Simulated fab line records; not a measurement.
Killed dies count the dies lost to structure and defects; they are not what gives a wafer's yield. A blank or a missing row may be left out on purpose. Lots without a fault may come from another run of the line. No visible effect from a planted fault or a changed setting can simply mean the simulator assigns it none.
fab line records | flow n5_finfet | part 2 of 2: steps 5 to 6 of 6
record: lots: 24 wafers: 72 last_day: 21
route steps=1938 shown FIN_CUT@164 STI_FIN_REVEAL@190 SD_EPI_N@279
lots that met no fault: taken from a fault-free run of the same line
start_h: the number of hours between the record's first day and the start of the first shown wafer of the lot | wait_h: hours elapsed since this lot's preceding step | " as in the row above | L1.1+2: several wafers, shown together as one row | - no value, or no start was given | * or withheld: withheld | < > ~ a bound
route shown NAME@n: names a module that has steps shown in the file, with the first one's number in the route | usual: mean and standard deviation over wafers with no fault | same: alike in all rows | chamber/n: place in a boat | sites: readings site by site | _std_site: standard deviation across them | _edge_site: outer sites' mean less inner sites' | radius_mm: for every site, how far away it sits from the centre of the wafer | mask NAME#n: copy n | behind: the most recent tool/chamber to have shaped the wafer | hold: reason for holding the lot/hours on hold/outcome of the hold | device: which transistor (n, p or np) failed to switch | end of line: tests of these same wafers at the route's end | step lacking rows: just its recipe | killed: the dies lost at the first sort to structure and to defects; this is not the yield of the wafer | map: a wafer's dies, x killed, . not, _ none there
set.NAME: the setting the step ran with; set.NAME@STEP: the setting that earlier step ran with | model.NAME: the simulator's own value behind a step, which no gauge read
steps of the route over a sample of lots; a table a step, a row a wafer
services: from which hour (start_h, from the record's first day; less than 0 if before it) a tool's chamber was out of use, for how many hours, and why
== steps ==
step: N5_STI_FIN_REVEAL_OXIDATION_33
recipe: chemistry: O2_PLASMA_REMOTE temp_c: 150 time_s: 20 pressure_mtorr: 1000 source_power_w: 2000 o2_flow_sccm: 3000
usual: drypump_motor_current_A: 5.56/0.2 heater_power_w: 138/17
columns lot.wafer tool chamber start_h wait_h drypump_motor_current_A heater_power_w rf_hours_counter_h
L074.3 plasma_asher-02 1 36.33 0.0 5.83 130 -
L074.4 " 0 " " 5.63 136 -
L074.6 " 1 " " 5.84 135 -
L075.1 plasma_asher-02 0 42.46 0.1 5.65 133 30
L075.3 " 1 " " 5.83 134 -
L075.6 " 1 " " 5.84 132 -
L076.1 plasma_asher-02 0 49.03 0.0 5.66 135 31
L076.4 " 1 " " 5.84 133 -
L076.6 " 0 " " 5.66 134 -
L077.3 plasma_asher-02 0 57.84 0.0 5.62 136 -
L077.5 " 1 " " 5.84 132 -
L077.6 " 0 " " 5.63 133 -
L078.2 plasma_asher-02 0 65.46 0.0 5.67 134 35
L078.4 " 1 " " 5.85 138 -
L078.6 " 1 " " 5.82 134 -
L079.2 plasma_asher-02 1 69.57 0.0 5.86 132 36
L079.3 " 1 " " 5.83 132 -
L079.4 " 0 " " 5.62 134 -
L080.2 plasma_asher-01 0 82.32 0.0 5.28 119 97
L080.3 " 0 " " 5.26 119 -
L080.5 " 1 " " 5.52 160 -
L081.1 plasma_asher-01 0 86.12 0.0 5.23 123 98
L081.2 " 1 " " 5.52 167 98
L081.5 " 1 " " 5.53 165 -
L082.2 plasma_asher-01 0 89.36 0.0 5.27 118 98
L082.5 " 0 " " 5.29 120 -
L082.6 " 1 " " 5.53 163 -
L083.2 plasma_asher-02 1 90.68 0.0 5.85 133 40
L083.3 " 1 " " 5.84 134 -
L083.4 " 0 " " 5.63 135 -
L084.2 plasma_asher-01 1 96.10 0.0 5.53 167 99
L084.4 " 1 " " 5.55 164 -
L084.5 " 0 " " 5.26 120 -
L085.1 plasma_asher-01 0 103.02 0.0 5.25 119 99
L085.2 " 1 " " 5.54 162 99
L085.3 " 1 " " 5.54 165 -
L086.3 plasma_asher-01 0 109.04 0.0 5.32 120 -
L086.4 " 1 " " 5.52 161 -
L086.5 " 1 " " 5.54 161 -
L087.2 plasma_asher-01 1 114.58 0.0 5.54 163 101
L087.3 " 1 " " 5.51 165 -
L087.5 " 1 " " 5.52 162 -
L088.3 plasma_asher-01 0 120.48 0.2 5.31 120 -
L088.5 " 1 " " 5.55 165 -
L088.6 " 0 " " 5.30 120 -
L089.2 plasma_asher-01 1 126.08 0.3 5.53 160 104
L089.4 " 0 " " 5.29 120 -
L089.6 " 0 " " 5.31 115 -
L090.2 plasma_asher-01 0 131.82 0.0 5.28 120 107
L090.4 " 1 " " 5.52 166 -
L090.5 " 1 " " 5.54 163 -
L091.1 plasma_asher-01 0 138.55 0.0 5.31 121 108
L091.2 " 1 " " 5.52 163 108
L091.4 " 0 " " 5.26 119 -
L092.1 plasma_asher-02 0 144.35 0.0 5.65 135 48
L092.4 " 0 " " 5.65 132 -
L092.6 " 1 " " 5.82 136 -
L093.1 plasma_asher-02 1 150.17 0.0 5.84 132 49
L093.5 " 1 " " 5.84 135 -
L093.6 " 0 " " 5.67 133 -
L094.2 plasma_asher-02 1 161.38 0.0 5.84 132 50
L094.3 " 0 " " 5.65 138 -
L094.4 " 1 " " 5.83 134 -
L095.2 plasma_asher-01 1 163.96 0.0 5.53 162 113
L095.3 " 0 " " 5.29 118 -
L095.5 " 1 " " 5.51 168 -
L096.2 plasma_asher-01 1 169.50 0.0 5.54 169 114
L096.3 " 0 " " 5.28 120 -
L096.4 " 1 " " 5.55 160 -
L097.1 plasma_asher-02 0 175.53 0.0 5.67 133 53
L097.2 " 1 " " 5.86 134 53
L097.4 " 1 " " 5.85 135 -
step: N5_SD_EPI_N_ETCH_16
recipe: chemistry: CHF3/O2 target: SiO2 target_depth_a: 50 mask_material: SOC pressure_mtorr: 30 source_w: 650 bias_w: 170 Ar_flow_sccm: 200 CHF3_flow_sccm: 50 O2_flow_sccm: 5 ion_energy_ev: 200
usual: drypump_motor_current_A: 5.6/0.56 oes_product_au: 0.78/0.082 rf_vpp_V: 526/16 showerhead_plenum_p_Torr: 2.42/0.055 throttle_valve_pct: 18.73/0.19
columns lot.wafer tool chamber start_h wait_h drypump_motor_current_A oes_product_au rf_hours_counter_h rf_vpp_V showerhead_plenum_p_Torr throttle_valve_pct
L074.3 rie_diel-04 3 50.69 0.1 6.6 0.75 171 498 2.48 18.58
L074.4 " 2 " " 4.9 0.78 - 541 2.43 18.46
L074.6 " 3 " " 6.6 0.74 - 498 2.48 18.58
L075.1 rie_diel-04 0 54.33 0.1 5.7 0.71 195 528 2.42 18.86
L075.3 " 2 " " 4.9 0.77 105 544 2.43 18.47
L075.6 " 3 " " 6.5 0.74 - 498 2.48 18.57
L076.1 rie_diel-04 2 62.47 0.1 4.9 0.77 109 543 2.43 18.46
L076.4 " 0 " " 5.7 0.71 199 529 2.41 18.89
L076.6 " 2 " " 4.9 0.77 - 542 2.43 18.46
L077.3 rie_diel-05 3 71.04 0.1 5.2 0.66 242 542 2.37 18.98
L077.5 " 0 " " 5.3 0.81 - 526 2.44 18.74
L077.6 " 1 " " 6.4 0.91 - 507 2.38 18.53
L078.2 rie_diel-01 0 78.80 0.1 5.5 0.76 164 537 2.42 18.96
L078.4 " 2 " " 5.2 0.71 205 525 2.32 18.82
L078.6 " 1 " " 5.0 0.76 - 532 2.52 18.80
L079.2 rie_diel-04 1 84.85 0.1 6.3 0.96 8 547 2.48 18.94
L079.3 " 0 " " 5.7 0.70 204 528 2.41 18.87
L079.4 " 2 " " 4.9 0.77 116 544 2.43 18.46
L080.2 rie_diel-01 1 94.24 0.1 5.1 0.75 138 531 2.52 18.83
L080.3 " 0 " " 5.5 0.74 168 537 2.42 18.95
L080.5 " 2 " " 5.2 0.71 - 525 2.32 18.83
L081.1 rie_diel-01 1 101.91 0.1 5.1 0.77 140 531 2.52 18.82
L081.2 " 2 " " 5.3 0.72 211 524 2.31 18.84
L081.5 " 0 " " 5.5 0.75 - 537 2.42 18.95
L082.2 rie_diel-04 0 102.23 0.1 5.8 0.69 207 529 2.41 18.88
L082.5 " 0 " " 5.7 0.69 - 528 2.41 18.89
L082.6 " 1 " " 6.5 0.94 - 547 2.48 18.95
L083.2 rie_diel-05 0 105.68 0.1 5.3 0.80 83 528 2.44 18.75
L083.3 " 2 " " 5.4 0.79 118 534 2.44 18.62
L083.4 " 1 " " 6.4 0.90 16 507 2.38 18.55
L084.2 rie_diel-04 0 110.02 0.1 5.7 0.70 209 529 2.41 18.87
L084.4 " 2 " " 4.9 0.76 121 542 2.43 18.50
L084.5 " 3 " " 6.5 0.73 - 498 2.47 18.61
L085.1 rie_diel-04 3 114.78 0.1 6.5 0.72 190 497 2.47 18.60
L085.2 " 0 " " 5.8 0.70 211 528 2.41 18.88
L085.3 " 1 " " 6.4 0.93 14 546 2.48 18.97
L086.3 rie_diel-01 3 120.78 0.1 5.6 0.86 43 506 2.35 18.46
L086.4 " 2 " " 5.2 0.71 216 525 2.31 18.83
L086.5 " 0 " " 5.5 0.73 - 537 2.41 18.96
L087.2 rie_diel-04 1 126.40 0.1 6.4 0.93 18 547 2.48 18.98
L087.3 " 3 " " 6.5 0.73 193 497 2.47 18.61
L087.5 " 2 " " 4.9 0.76 - 543 2.42 18.49
L088.3 rie_diel-05 2 132.33 0.1 5.4 0.78 122 534 2.44 18.62
L088.5 " 1 " " 6.4 0.89 - 507 2.38 18.55
L088.6 " 0 " " 5.3 0.80 - 527 2.44 18.78
L089.2 rie_diel-05 1 138.28 0.1 6.4 0.89 22 507 2.38 18.56
L089.4 " 0 " " 5.2 0.80 89 528 2.44 18.77
L089.6 " 1 " " 6.4 0.89 - 506 2.38 18.54
L090.2 rie_diel-01 0 143.75 0.1 5.5 0.73 180 538 2.41 18.96
L090.4 " 3 " " 5.6 0.86 48 505 2.35 18.48
L090.5 " 2 " " 5.2 0.71 - 525 2.31 18.83
L091.1 rie_diel-01 3 150.32 0.1 5.7 0.86 49 506 2.35 18.47
L091.2 " 0 " " 5.5 0.74 181 537 2.41 18.99
L091.4 " 2 " " 5.2 0.71 221 527 2.31 18.85
L092.1 rie_diel-05 0 158.47 0.1 5.2 0.80 95 528 2.43 18.77
L092.4 " 2 " " 5.3 0.78 130 533 2.44 18.64
L092.6 " 1 " " 6.4 0.88 - 506 2.38 18.56
L093.1 rie_diel-01 1 162.01 0.1 5.1 0.74 152 532 2.51 18.84
L093.5 " 1 " " 5.1 0.74 - 530 2.51 18.82
L093.6 " 0 " " 5.5 0.73 - 537 2.41 18.98
L094.2 rie_diel-04 2 173.80 0.1 4.9 0.74 138 541 2.42 18.51
L094.3 " 3 " " 6.5 0.71 205 497 2.47 18.64
L094.4 " 0 " " 5.7 0.69 223 529 2.41 18.91
L095.2 rie_diel-04 2 176.31 0.1 4.9 0.75 139 541 2.42 18.50
L095.3 " 3 " " 6.6 0.72 206 497 2.47 18.65
L095.5 " 2 " " 4.9 0.74 - 543 2.42 18.51
L096.2 rie_diel-04 0 181.80 0.1 5.7 0.67 226 529 2.40 18.94
L096.3 " 1 " " 6.3 0.89 33 548 2.47 19.00
L096.4 " 2 " " 4.9 0.73 141 541 2.42 18.50
L097.1 rie_diel-01 3 187.96 0.1 5.6 0.84 59 504 2.35 18.47
L097.2 " 0 " " 5.5 0.71 192 538 2.41 18.99
L097.4 " 2 " " 5.2 0.69 232 526 2.31 18.85
== services ==
columns tool chamber start_h hours kind
rie_diel-05 2 27.33 21.1 repair
rie_si-03 - 29.16 0.2 repair
rie_diel-05 1 30.14 9.1 repair
rie_diel-05 - 48.53 14.6 pm
rie_si-05 - 48.63 1.6 repair
rie_si-06 - 53.60 2.8 pm
rie_si-06 1 58.04 22.9 repair
rie_diel-02 0 58.65 9.9 repair
rie_si-03 3 82.67 7.6 repair
rie_diel-06 - 105.21 0.6 repair
plasma_asher-01 - 106.04 2.8 pm
rie_si-06 - 107.87 14.6 pm
rie_diel-01 1 110.94 3.2 repair
plasma_asher-02 - 115.22 13.2 repair
rie_diel-01 - 123.84 1.0 repair
rie_diel-02 1 124.87 2.3 repair
rie_si-06 - 129.99 0.2 repair
rie_diel-04 0 130.04 8.7 repair
rie_si-03 - 145.91 14.6 pm
rie_diel-01 - 147.93 0.5 repair
rie_si-03 2 174.44 6.5 repair
rie_diel-05 - 177.06 2.8 pm
rie_si-06 0 185.25 7.2 repair
rie_si-03 0 187.78 7.4 repair
